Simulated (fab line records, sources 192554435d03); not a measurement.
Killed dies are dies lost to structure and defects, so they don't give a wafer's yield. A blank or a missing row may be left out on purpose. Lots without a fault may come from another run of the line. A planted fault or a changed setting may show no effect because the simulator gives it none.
Chamber matching | flow n5_finfet | N5_BEOL_M7_DESCUM_33 on rie_diel-06: 4 sister chambers
The step chemistry O2, time 7 s. 20 wafers are shown with their chamber, then 10 later ones without.

WAFERS WITH THEIR CHAMBER
wafer  | chamber | showerhead_plenum_p_Torr (Torr) | drypump_motor_current_A (A) | throttle_valve_pct (%)
L078.2 | 2       | 2.23                            | 5.4                         | 20.46
L078.3 | 3       | 1.92                            | 5.9                         | 20.10
L078.5 | 0       | 2.11                            | 5.7                         | 20.06
L079.1 | 0       | 2.11                            | 5.7                         | 20.06
L079.2 | 1       | 2.06                            | 4.7                         | 20.52
L079.6 | 2       | 2.23                            | 5.4                         | 20.48
L081.2 | 0       | 2.11                            | 5.6                         | 20.06
L081.3 | 1       | 2.06                            | 4.7                         | 20.54
L081.6 | 0       | 2.11                            | 5.7                         | 20.07
L080.1 | 3       | 1.92                            | 5.9                         | 20.10
L080.2 | 0       | 2.11                            | 5.7                         | 20.06
L080.3 | 1       | 2.06                            | 4.7                         | 20.53
L080.4 | 2       | 2.23                            | 5.4                         | 20.46
L080.5 | 3       | 1.92                            | 5.9                         | 20.10
L080.6 | 2       | 2.23                            | 5.4                         | 20.46
L082.3 | 3       | 1.92                            | 5.9                         | 20.09
L082.4 | 2       | 2.23                            | 5.4                         | 20.48
L082.5 | 2       | 2.22                            | 5.4                         | 20.47
L084.2 | 2       | 2.22                            | 5.4                         | 20.48
L084.4 | 3       | 1.92                            | 5.9                         | 20.13

SIGNATURES (means of the wafers above)
reading                  | chamber 0 | chamber 1 | chamber 2 | chamber 3 | scatter within a chamber
showerhead_plenum_p_Torr | 2.1100    | 2.0600    | 2.2271    | 1.9200    | 0.00299
drypump_motor_current_A  | 5.680     | 4.700     | 5.400     | 5.900     | 0.0224
throttle_valve_pct       | 20.0620   | 20.5300   | 20.4700   | 20.1040   | 0.0106
Rule: a wafer's distance from a chamber is the root of the sum, over the readings, of the square of ((its reading less the chamber's mean) divided by the reading's scatter). The wafer belongs to the nearest chamber; if the next one is less than 2 further off, it can't be placed. The scatter: the root of (the sum of the squares of (reading less its chamber's mean) over the shown wafers, divided by (wafers less chambers)).

WAFERS WITHOUT THEIR CHAMBER
wafer  | showerhead_plenum_p_Torr (Torr) | drypump_motor_current_A (A) | throttle_valve_pct (%)
L084.5 | 2.22                            | 5.4                         | 20.48
L089.1 | 2.06                            | 4.7                         | 20.12
L089.2 | 2.22                            | 5.4                         | 20.51
L089.3 | 2.11                            | 5.7                         | 20.09
L089.4 | 2.06                            | 4.7                         | 20.13
L089.5 | 2.11                            | 5.7                         | 20.09
L089.6 | 2.22                            | 5.4                         | 20.50
L095.1 | 1.91                            | 5.9                         | 20.13
L095.3 | 2.22                            | 5.4                         | 20.50
L095.5 | 2.05                            | 4.7                         | 20.13

WHICH CHAMBER EACH WENT THROUGH
wafer  | from the rows above | in truth
L084.5 | 2                   | 2
L089.1 | 1                   | 1
L089.2 | 2                   | 2
L089.3 | 0                   | 0
L089.4 | 1                   | 1
L089.5 | 0                   | 0
L089.6 | 2                   | 2
L095.1 | 3                   | 3
L095.3 | 2                   | 2
L095.5 | 1                   | 1
Placed correctly: 10 of 10. Can't be placed from these rows: 0. Placed wrongly: 0.
